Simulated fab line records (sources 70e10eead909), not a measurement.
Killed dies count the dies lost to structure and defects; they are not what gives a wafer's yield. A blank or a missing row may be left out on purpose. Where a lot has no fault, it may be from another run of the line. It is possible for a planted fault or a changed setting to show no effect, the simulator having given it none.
Which of the tools did it? | flow nandHarc | 72 wafers from 24 lots sampled at 5 of the route's 1159 steps

## WHAT THE GAUGES SHOWED, per wafer
NHARC_A_BLC_CD_MEAS_19. Usual: cdNm 98.7 nm, standard deviation 2.4.
lot  | measured     | on       | cdNm (nm)        | flag
L074 | day 17 07:23 | cdSem-01 | 99.0 99.1 98.1   | 
L075 | day 17 16:14 | cdSem-01 | 99.0 96.7 101.1  | 
L076 | day 17 19:55 | cdSem-01 | 99.4 101.2 97.1  | 
L077 | day 17 20:47 | cdSem-02 | 96.3 101.9 96.4  | 
L078 | day 19 00:00 | cdSem-03 | 97.3 100.7 99.1  | 
L079 | day 19 01:47 | cdSem-03 | 97.5 95.3 92.3   | 
L080 | day 19 10:49 | cdSem-03 | 97.1 99.1 98.9   | 
L082 | day 19 13:11 | cdSem-01 | 95.9 101.7 96.6  | 
L081 | day 19 13:52 | cdSem-03 | 96.0 96.0 100.3  | 
L083 | day 20 00:12 | cdSem-02 | 94.1 96.8 98.0   | 
L084 | day 20 06:10 | cdSem-02 | 98.5 99.4 100.9  | 
L087 | day 20 11:08 | cdSem-01 | 98.9 98.7 101.6  | 
L085 | day 20 17:13 | cdSem-03 | 99.6 102.7 100.6 | 
L086 | day 20 21:40 | cdSem-03 | 100.3 98.4 99.3  | 
L088 | day 20 23:47 | cdSem-01 | 96.6 96.3 95.6   | 
L089 | day 21 00:25 | cdSem-01 | 99.2 98.2 102.1  | 
L091 | day 21 17:05 | cdSem-01 | 99.3 95.6 99.3   | 
L090 | day 21 21:23 | cdSem-03 | 97.8 98.8 99.2   | 
L092 | day 22 05:08 | cdSem-01 | 96.0 101.9 102.2 | 
L094 | day 22 11:59 | cdSem-01 | 96.8 98.8 96.2   | 
L096 | day 22 14:49 | cdSem-03 | 99.1 103.5 98.8  | 
L095 | day 22 20:07 | cdSem-01 | 98.3 100.2 98.5  | 
L093 | day 22 20:19 | cdSem-01 | 106.2 97.7 98.0  | 
L097 | day 23 13:31 | cdSem-01 | 98.3 100.1 98.7  | 

NHARC_A_BLC_INSPECT_28. Usual: rawDefectCount 453, standard deviation 110.
lot  | measured     | on               | rawDefectCount | flag
L074 | day 17 09:25 | defectInspect-01 | 372 338 401    | 
L075 | day 17 20:36 | defectInspect-02 | 560 699 578    | 
L076 | day 17 23:40 | defectInspect-02 | 348 577 397    | 
L077 | day 18 00:08 | defectInspect-01 | 429 542 612    | 
L078 | day 19 06:25 | defectInspect-02 | 380 441 533    | 
L079 | day 19 08:09 | defectInspect-01 | 477 425 395    | 
L080 | day 19 12:50 | defectInspect-02 | 527 399 686    | 
L082 | day 19 18:44 | defectInspect-01 | 316 446 445    | 
L081 | day 19 18:49 | defectInspect-01 | 429 254 481    | 
L083 | day 20 04:02 | defectInspect-01 | 551 784 568    | 
L084 | day 20 09:52 | defectInspect-01 | 362 330 306    | 
L087 | day 20 13:11 | defectInspect-01 | 436 362 563    | 
L085 | day 20 19:13 | defectInspect-01 | 319 437 413    | 
L086 | day 20 23:43 | defectInspect-01 | 406 336 425    | 
L088 | day 21 09:55 | defectInspect-01 | 787 588 641    | 
L089 | day 21 10:21 | defectInspect-01 | 549 606 477    | 
L091 | day 21 21:07 | defectInspect-02 | 480 368 342    | 
L090 | day 22 03:55 | defectInspect-02 | 619 570 464    | 
L092 | day 22 09:44 | defectInspect-02 | 427 427 508    | 
L094 | day 22 17:30 | defectInspect-02 | 325 383 379    | 
L096 | day 22 18:35 | defectInspect-01 | 389 394 341    | 
L095 | day 23 00:04 | defectInspect-01 | 283 347 333    | 
L093 | day 23 00:29 | defectInspect-02 | 526 537 511    | 
L097 | day 23 15:32 | defectInspect-01 | 528 357 474    | 

## WHAT TOOL EACH LOT RAN ON (gives the tool, then ch and the chambers of the sampled wafers, and finally the start)
lot  | NHARC_A_CONTACT_ETCH_134           | NHARC_A_CONTACT_CMP_20        | NHARC_A_BLC_STRIP_29
L074 | harCapEtch-01 ch 1, day 17 00:09   | cmp-01 ch 1,2, day 17 05:19   | rieDiel-13 ch 2,3, day 17 07:28
L075 | harCapEtch-01 ch 0,1, day 17 05:49 | cmp-01 ch 0,3, day 17 14:10   | rieDiel-13 ch 1,2,3, day 17 16:19
L076 | harCapEtch-02 ch 0,1, day 17 08:20 | cmp-01 ch 1,2, day 17 17:52   | rieDiel-13 ch 1,2, day 17 20:01
L077 | harCapEtch-03 ch 0,1, day 17 09:53 | cmp-01 ch 0,1,3, day 17 18:43 | rieDiel-02 ch 1,2,3, day 17 20:52
L078 | harCapEtch-02 ch 0,1, day 18 14:29 | cmp-01 ch 0,1,3, day 18 22:00 | rieDiel-02 ch 0,1,2, day 19 00:06
L079 | harCapEtch-01 ch 0,1, day 18 17:40 | cmp-04 ch 0,3, day 18 23:11   | rieDiel-13 ch 1,2, day 19 01:52
L080 | harCapEtch-03 ch 0,1, day 19 00:10 | cmp-04 ch 1,2,3, day 19 08:34 | rieDiel-13 ch 0,2, day 19 10:55
L082 | harCapEtch-02 ch 0,1, day 19 01:10 | cmp-04 ch 1,3, day 19 11:04   | rieDiel-13 ch 0,1, day 19 13:17
L081 | harCapEtch-03 ch 0,1, day 19 03:53 | cmp-03 ch 1,2, day 19 11:49   | rieDiel-13 ch 0,1,2, day 19 13:59
L083 | harCapEtch-03 ch 0,1, day 19 18:58 | cmp-04 ch 2,3, day 19 22:17   | rieDiel-02 ch 1,2, day 20 00:16
L084 | harCapEtch-03 ch 0,1, day 19 22:34 | cmp-01 ch 1,2,3, day 20 04:01 | rieDiel-13 ch 0,1,3, day 20 06:14
L087 | harCapEtch-02 ch 0,1, day 20 02:53 | cmp-03 ch 0,2,3, day 20 09:04 | rieDiel-02 ch 0,1,2, day 20 11:13
L085 | harCapEtch-01 ch 1, day 20 11:22   | cmp-04 ch 0,1,2, day 20 15:09 | rieDiel-02 ch 1,3, day 20 17:17
L086 | harCapEtch-01 ch 0,1, day 20 15:25 | cmp-04 ch 0,1,2, day 20 19:39 | rieDiel-02 ch 1,2,3, day 20 21:46
L088 | harCapEtch-02 ch 0,1, day 20 18:22 | cmp-01 ch 1,2,3, day 20 21:43 | rieDiel-02 ch 0,2,3, day 20 23:52
L089 | harCapEtch-01 ch 0,1, day 20 18:35 | cmp-01 ch 0,3, day 20 22:26   | rieDiel-02 ch 0,3, day 21 00:29
L091 | harCapEtch-03 ch 0,1, day 21 00:07 | cmp-01 ch 1,2,3, day 21 15:11 | rieDiel-02 ch 0,1, day 21 17:09
L090 | harCapEtch-02 ch 0,1, day 21 06:11 | cmp-01 ch 0,2, day 21 19:19   | rieDiel-02 ch 1,2,3, day 21 21:28
L092 | harCapEtch-03 ch 0,1, day 21 19:39 | cmp-04 ch 0,1,3, day 22 03:09 | rieDiel-13 ch 0,2,3, day 22 05:12
L094 | harCapEtch-03 ch 0,1, day 22 04:26 | cmp-01 ch 0,1,3, day 22 09:55 | rieDiel-02 ch 1,2, day 22 12:04
L096 | harCapEtch-02 ch 0, day 22 09:26   | cmp-01 ch 0,1,2, day 22 12:46 | rieDiel-13 ch 0,1,2, day 22 14:55
L095 | harCapEtch-01 ch 0,1, day 22 10:44 | cmp-01 ch 1,2,3, day 22 17:52 | rieDiel-13 ch 0,3, day 22 20:11
L093 | harCapEtch-03 ch 0,1, day 22 12:17 | cmp-04 ch 0,1,3, day 22 17:52 | rieDiel-02 ch 0,2,3, day 22 20:24
L097 | harCapEtch-02 ch 0,1, day 23 02:21 | cmp-03 ch 0,2,3, day 23 11:21 | rieDiel-02 ch 1,2,3, day 23 13:36
- NHARC_A_CONTACT_ETCH_134: etches the open film in C4F8/O2/Ar, time 140 s, target depth 700 nm.
- NHARC_A_CONTACT_CMP_20: polishes, t overpolish 30 s, target thk 300 nm.
- NHARC_A_BLC_STRIP_29: strips in CF4.

## WHAT THE TOOLS THEMSELVES READ (means of the sampled wafers that have a number; where no wafer has one, the mark that the record gives instead)
NHARC_A_CONTACT_CMP_20. Usual: motorCurrentA 11.9 A, standard deviation 1.2; overpolishRunS 29.999 s, standard deviation 0.009; timeToEndpointS 62 s, standard deviation 3.9.
lot  | tool   | motorCurrentA (A) | overpolishRunS (s) | timeToEndpointS (s) | flag
L074 | cmp-01 | 10.8              | 29.997             | 64                  | 
L075 | cmp-01 | 12.1              | 30.008             | 64                  | 
L076 | cmp-01 | 11.5              | 30.004             | 58                  | 
L077 | cmp-01 | 12.5              | 29.998             | 64                  | 
L078 | cmp-01 | 12.1              | 29.992             | 60                  | 
L079 | cmp-04 | 11.4              | 30.009             | 58                  | 
L080 | cmp-04 | 11.8              | 30.008             | 60                  | 
L082 | cmp-04 | 11.7              | 29.993             | 59                  | 
L081 | cmp-03 | 13.2              | 29.995             | 63                  | 
L083 | cmp-04 | 11.8              | 29.996             | 60                  | 
L084 | cmp-01 | 11.2              | 30.003             | 63                  | 
L087 | cmp-03 | 13.1              | 30.001             | 59                  | 
L085 | cmp-04 | 11.4              | 29.996             | 61                  | 
L086 | cmp-04 | 11.5              | 29.992             | 62                  | 
L088 | cmp-01 | 11.4              | 29.995             | 66                  | 
L089 | cmp-01 | 13.1              | 29.999             | 68                  | 
L091 | cmp-01 | 11.6              | 30.002             | 61                  | 
L090 | cmp-01 | 12.2              | 30.006             | 61                  | 
L092 | cmp-04 | 11.6              | 30.001             | 58                  | 
L094 | cmp-01 | 12.3              | 29.996             | 65                  | 
L096 | cmp-01 | 11.9              | 29.994             | 59                  | 
L095 | cmp-01 | 11.5              | 29.991             | 63                  | 
L093 | cmp-04 | 11.7              | 29.994             | 64                  | 
L097 | cmp-03 | 13.1              | 29.987             | 61                  | 

NHARC_A_BLC_STRIP_29. Usual: drypumpMotorCurrentA 5.6 A, standard deviation 0.45; oesProductAu 1.004 a.u., standard deviation 0.0087; rfVppV 59.1 V, standard deviation 0.96; showerheadPlenumPTorr 1.72 Torr, standard deviation 0.078; throttleValvePct 13.284 %, standard deviation 0.0085.
lot  | tool       | drypumpMotorCurrentA (A) | oesProductAu (a.u.) | rfVppV (V) | showerheadPlenumPTorr (Torr) | throttleValvePct (%) | flag
L074 | rieDiel-13 | 5.5                      | 1.000               | 58.8       | 1.70                         | 13.277               | 
L075 | rieDiel-13 | 5.4                      | 1.005               | 59.6       | 1.70                         | 13.277               | 
L076 | rieDiel-13 | 5.7                      | 1.002               | 58.0       | 1.69                         | 13.291               | 
L077 | rieDiel-02 | 5.5                      | 1.008               | 58.9       | 1.66                         | 13.283               | 
L078 | rieDiel-02 | 5.5                      | 1.004               | 58.9       | 1.74                         | 13.287               | 
L079 | rieDiel-13 | 5.7                      | 1.007               | 59.3       | 1.69                         | 13.280               | 
L080 | rieDiel-13 | 6.2                      | 1.002               | 58.8       | 1.77                         | 13.282               | 
L082 | rieDiel-13 | 5.5                      | 1.016               | 59.1       | 1.74                         | 13.285               | 
L081 | rieDiel-13 | 5.8                      | 1.009               | 59.1       | 1.73                         | 13.282               | 
L083 | rieDiel-02 | 5.6                      | 1.003               | 60.1       | 1.66                         | 13.279               | 
L084 | rieDiel-13 | 5.5                      | 1.001               | 59.9       | 1.74                         | 13.291               | 
L087 | rieDiel-02 | 5.5                      | 1.004               | 58.7       | 1.74                         | 13.290               | 
L085 | rieDiel-02 | 5.4                      | 0.999               | 58.6       | 1.66                         | 13.292               | 
L086 | rieDiel-02 | 5.5                      | 1.002               | 57.8       | 1.66                         | 13.277               | 
L088 | rieDiel-02 | 5.2                      | 1.006               | 60.0       | 1.73                         | 13.282               | 
L089 | rieDiel-02 | 5.1                      | 1.008               | 59.5       | 1.80                         | 13.289               | 
L091 | rieDiel-02 | 5.4                      | 1.005               | 59.3       | 1.81                         | 13.281               | 
L090 | rieDiel-02 | 5.5                      | 1.011               | 57.8       | 1.66                         | 13.284               | 
L092 | rieDiel-13 | 5.8                      | 0.993               | 59.4       | 1.73                         | 13.276               | 
L094 | rieDiel-02 | 5.8                      | 1.014               | 58.8       | 1.66                         | 13.284               | 
L096 | rieDiel-13 | 5.8                      | 0.994               | 58.3       | 1.72                         | 13.280               | 
L095 | rieDiel-13 | 5.6                      | 0.994               | 58.7       | 1.74                         | 13.288               | 
L093 | rieDiel-02 | 5.2                      | 1.002               | 60.2       | 1.73                         | 13.288               | 
L097 | rieDiel-02 | 5.5                      | 1.012               | 59.2       | 1.66                         | 13.284               | 

## THE ANSWER, worked out from the rows above alone
Rule: lot off if the mean of its wafers having a number is beyond 3 standard deviations from the usual mean. Also off: a lot with no number at a reading for which 4 or more lots have one. The other lots that the step has rows for count as sound. First the gauges in route order, then the tools' own readings, where a lot's mean is used as printed above. The first step at which some lot is off is used, and at that step the reading that is off furthest; a lot without a number counts as furthest.
Nothing can be told from this: no lot is off at any reading shown.

## WHAT THE SIMULATOR PUT IN
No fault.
